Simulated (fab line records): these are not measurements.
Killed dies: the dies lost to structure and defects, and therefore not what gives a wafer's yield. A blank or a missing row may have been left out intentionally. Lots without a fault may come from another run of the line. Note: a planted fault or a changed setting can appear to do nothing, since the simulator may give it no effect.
Comparing a struck lot with a sound one    flow nand harc    30 out of 1302 route steps
Sound: wafers L399.2, L399.4, L399.6. The struck wafers were L389.1, L389.5, L389.6. Last of all comes the cause.
Per side, at each step with rows, come the tool, then ch with its chambers, and then its first start. Under that, the readings that differ: sound wafers    struck wafers    difference of the means    sigmas: that difference in standard deviations of wafers without a fault.
alike: same words and numbers on both sides, and readings whose means sit less than 2 such deviations apart. not compared: any withheld reading, any reading some wafer has no value for, any bound like >300 that may hide the same value, and any number with overlapping values for which the record gives no deviation.
The two part at a step that has a row with sigmas, a row that says differs or no value, or rows on one side only. Non-overlapping numbers with no deviation appear without sigmas and do not part them. Lack of a reading on every wafer of one side parts them only where that side has two or more wafers.

first, 2 steps without rows for these wafers: NHARC_A_WL_FILL_ALD_10 (deposits SiO2, target thk 50 nm, pulse time 10 s, ald cycles 500); NHARC_A_WL_FILL_ETCHBACK_16 (etches the open film in C4F8/O2/Ar, target depth 120 nm, time 24 s).
NHARC_A_WL_FILL_STRIP_29: strips in O2, time 20 s.
  sound on rie diel-11 ch 0,1,2, day 28 08:52; struck on rie diel-11 ch 0,3, day 24 09:21
  alike: chamber pressure mTorr, drypump motor current A, oes product au, rf vpp V, showerhead plenum p Torr, throttle valve pct
  not compared: rf hours counter h
then, 7 steps without rows for these wafers: NHARC_A_WL_FILL_ETCHBACK_17 (etches the open film in Cl2/BCl3, target depth 4 nm, time 26.7 s); NHARC_A_WL_FILL_PRECLEAN_18 (cleans in dHF, time 30 s); NHARC_A_WL_FILL_SRD_21; NHARC_A_WL_FILL_CVD_23 (deposits poly-Si, target thk 40 nm, time 800 s); NHARC_A_WL_FILL_ETCHBACK_26 (etches the open film in HBr, target depth 52 nm, time 13.3 s); NHARC_A_WL_FILL_PRECLEAN_30 (cleans in dHF, time 10 s); NHARC_A_WL_FILL_SRD_14.
NHARC_A_WL_FILL_ALD_19: deposits TiN, target thk 2 nm, pulse time 3 s, ald cycles 100.
  sound on ald metal-04 ch 0,3, day 28 14:25; struck on ald metal-03 ch 0,1,3, day 24 14:53
  alike: heater power w, precursor pulse height rel, susceptor temp C
NHARC_A_WL_FILL_CVD_20: deposits W, target thk 100 nm, time 74 s.
  sound on cvd w-01 ch 0,1; struck on cvd w-01 ch 0,1
reading               sound                 struck  difference                     sigmas
susceptor temp C (C)  399.46 399.97 399.66  - - -   no value on the struck wafers  
  alike: chamber pressure Torr, heater power w, throttle valve pct
NHARC_A_WL_FILL_CMP_12: polishes, t overpolish 30 s, target thk 100 nm.
  sound on cmp-04 ch 1,2, day 28 14:48; struck on cmp-04 ch 0,3, day 24 15:11
  no value came back on the struck wafers for edge zone pressure frac, motor current A (A), overpolish run s (s), time to endpoint s (s); on the sound wafers edge zone pressure frac reads 0.997 1.001 0.995
following that, these wafers have no rows for 1 step: NHARC_A_WL_FILL_SRD_31.
NHARC_A_WL_FILL_INSPECT_15:
  sound on defect inspect-02, day 28 15:17; struck on defect inspect-01, day 24 15:50
reading           sound        struck          difference  sigmas
raw defect count  612 642 459  2510 2427 2473  +1899       +15
  not compared: hold
NHARC_A_CONTACT_DEP_24: deposits SiO2, target thk 500 nm.
  sound on pecvd-01 ch 0,1, day 28 15:29; struck on pecvd-03 ch 0,1,2, day 24 21:37
reading  sound  struck                                                                      difference                    sigmas
hold     - - -  await dispo/5.7h/release await dispo/5.7h/release await dispo/5.7h/release  no value on the sound wafers  
  alike: chamber pressure Torr, heater power w, susceptor temp C, throttle valve pct
then, 1 step without rows for these wafers: NHARC_A_CONTACT_DEP_28 (deposits aC, target thk 7000 nm).
NHARC_A_CONTACT_DEP_29: deposits SiON, target thk 100 nm.
  sound on pecvd-02 ch 0,1, day 28 20:13; struck on pecvd-03 ch 1,2, day 25 03:28
  alike: chamber pressure Torr, heater power w, susceptor temp C
then, 10 steps without rows for these wafers: NHARC_A_CONTACT_DEHYDRATE_32 (time 120 s); NHARC_A_CONTACT_HMDS_33 (time 30 s); NHARC_A_CONTACT_COAT_34 (time 75 s); NHARC_A_CONTACT_COAT_35 (time 65 s); NHARC_A_CONTACT_COAT_36 (resist thk 90 nm); NHARC_A_CONTACT_SOFTBAKE_37 (time 55 s); NHARC_A_CONTACT_EBR_38; NHARC_A_CONTACT_EXPOSE_39 (exposes mask A CC 3); NHARC_A_CONTACT_PEB_40 (peb time 65 s); NHARC_A_CONTACT_DEVELOP_41 (develop time 35 s).
NHARC_A_CONTACT_CD_MEAS_42: target cd 300 nm.
  sound on cd sem-02 ch 0, day 28 20:56; struck on cd sem-02 ch 0, day 25 04:04
  alike: cd nm
NHARC_A_CONTACT_OVL_MEAS_43:
  sound on overlay-02, day 28 21:02; struck on overlay-01, day 25 04:09
reading            sound        struck         difference  sigmas
overlay y nm (nm)  1.0 0.6 1.4  -0.6 0.1 -0.7  -1.4        -2
  alike: overlay x nm

## WHERE THEY PART
Last at NHARC_A_CONTACT_OVL_MEAS_43 as far as this record goes, first at NHARC_A_WL_FILL_CVD_20.

WHY: whatever the simulator had introduced
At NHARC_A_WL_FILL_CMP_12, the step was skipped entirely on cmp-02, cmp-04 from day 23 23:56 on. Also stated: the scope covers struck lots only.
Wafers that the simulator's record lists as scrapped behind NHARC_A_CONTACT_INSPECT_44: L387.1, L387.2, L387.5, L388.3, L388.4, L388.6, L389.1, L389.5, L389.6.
